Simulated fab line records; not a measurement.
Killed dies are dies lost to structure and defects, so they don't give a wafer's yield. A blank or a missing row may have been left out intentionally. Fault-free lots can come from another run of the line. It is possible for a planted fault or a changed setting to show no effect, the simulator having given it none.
A struck lot beside a sound one || flow nandHarc || 15 out of 1159 route steps
Sound: the wafers L908.2, L908.3, L908.5. Wafers L920.3, L920.4, L920.5 were the ones struck. At the end, the cause is stated.
For every step that has rows: the tool of each side, followed by ch and its chambers, followed by its first start. Under that, the readings that differ: sound wafers || struck wafers || difference of the means || sigmas: that difference in standard deviations of wafers without a fault.
alike: a reading whose means differ by less than 2 such deviations, as well as words and numbers matching on both sides. not compared: withheld readings; readings where some wafer has no value; bounds like >300 that might hide an equal value; numbers whose values overlap and for which the record gives no deviation.
Wherever a step has rows on one side only, a row that says differs or no value, or a row with sigmas, the two part there. Numbers that don't overlap but have no deviation are shown without sigmas and don't part them. A reading that every wafer of one side lacks parts them only if that side has two wafers or more.

NHARC_P_M1_ETCH_35: etches the open film in N2/H2, target depth 40 nm, overetch 12 nm, time 43.94 s.
  sound on rieDiel-06 ch 2,3, day 6 09:11; struck on rieDiel-01 ch 1,2, day 9 14:11
  alike: drypumpMotorCurrentA, oesProductAu, rfFwdPowerW, rfVppV, showerheadPlenumPTorr, throttleValvePct
  not compared: rfHoursCounterH
then, 1 step without rows for these wafers: NHARC_P_M1_ETCH_15 (etches the open film in C4F8/Ar, target depth 182.5 nm, time 91.2 s).
NHARC_P_M1_CD_MEAS_16:
  sound on cdSem-02, day 6 09:24; struck on cdSem-02, day 9 14:25
  alike: cdNm
NHARC_P_M1_STRIP_18: strips in N2/H2.
  sound on rieDiel-12 ch 0,2, day 6 09:31; struck on rieDiel-06 ch 0,1,3, day 9 14:32
  alike: drypumpMotorCurrentA, oesProductAu, rfFwdPowerW, rfVppV, showerheadPlenumPTorr, throttleValvePct
  not compared: rfHoursCounterH
then, 2 steps without rows for these wafers: NHARC_P_M1_ETCH_28 (etches the open film in CF4/N2, target depth 30 nm, time 72.99 s); NHARC_P_M1_STRIP_19 (strips in post etch residue remover, time 600 s).
NHARC_P_M1_DEGAS_29: time 60 s.
  sound on pvdSputter-03, day 6 10:11; struck on pvdSputter-01, day 9 15:08
  alike: heaterPowerW
then, 2 steps without rows for these wafers: NHARC_P_M1_PRE_CLEAN_30 (time 30 s); NHARC_P_M1_PVD_20 (deposits TaN, target thk 5 nm, time 8.06 s).
NHARC_P_M1_PVD_21: deposits Cu, target thk 30 nm, time 20.49 s.
  sound on pvdSputter-03; struck on pvdSputter-01
{"reading": "throttleValvePct (%)", "sound": "29.5 31.8 31.5", "struck": "30.4 27.1 27.2", "difference": -2.7, "sigmas": -2}
then, 1 step without rows for these wafers: NHARC_P_M1_ECD_22 (material Cu, target thk 400 nm).
NHARC_P_M1_ANNEAL_31: time 90 s.
  sound on rtpAnneal-01 ch 0, day 6 10:58; struck on rtpAnneal-02 ch 0, day 9 16:01
  alike: wafer_temp_C_max
NHARC_P_M1_CMP_23: polishes, t overpolish 20 s, target thk 157.82 nm.
  sound on cmp-01 ch 0,2, day 6 11:16; struck on cmp-04 ch 0,1,2, day 9 16:15
  no value came back on the struck wafers for edgeZonePressureFrac, motorCurrentA (A), timeToEndpointS (s); on the sound wafers edgeZonePressureFrac reads 1.004 0.996 1.005
NHARC_P_M1_THK_MEAS_24: measures by xrf.
  sound on filmMetro-02, day 6 11:35; struck on filmMetro-02, day 9 16:34
{"reading": "thkNm (nm)", "sound": "159.1 158.4 158.0", "struck": "397.3 400.8 396.6", "difference": "+239.7", "sigmas": "+99 or more"}
after that, 1 step had no rows for these wafers: NHARC_P_M1_SRD_25.

## WHERE THEY PART
First at NHARC_P_M1_PVD_21; last, within this record, at NHARC_P_M1_THK_MEAS_24.

WHY: the cause the simulator had injected
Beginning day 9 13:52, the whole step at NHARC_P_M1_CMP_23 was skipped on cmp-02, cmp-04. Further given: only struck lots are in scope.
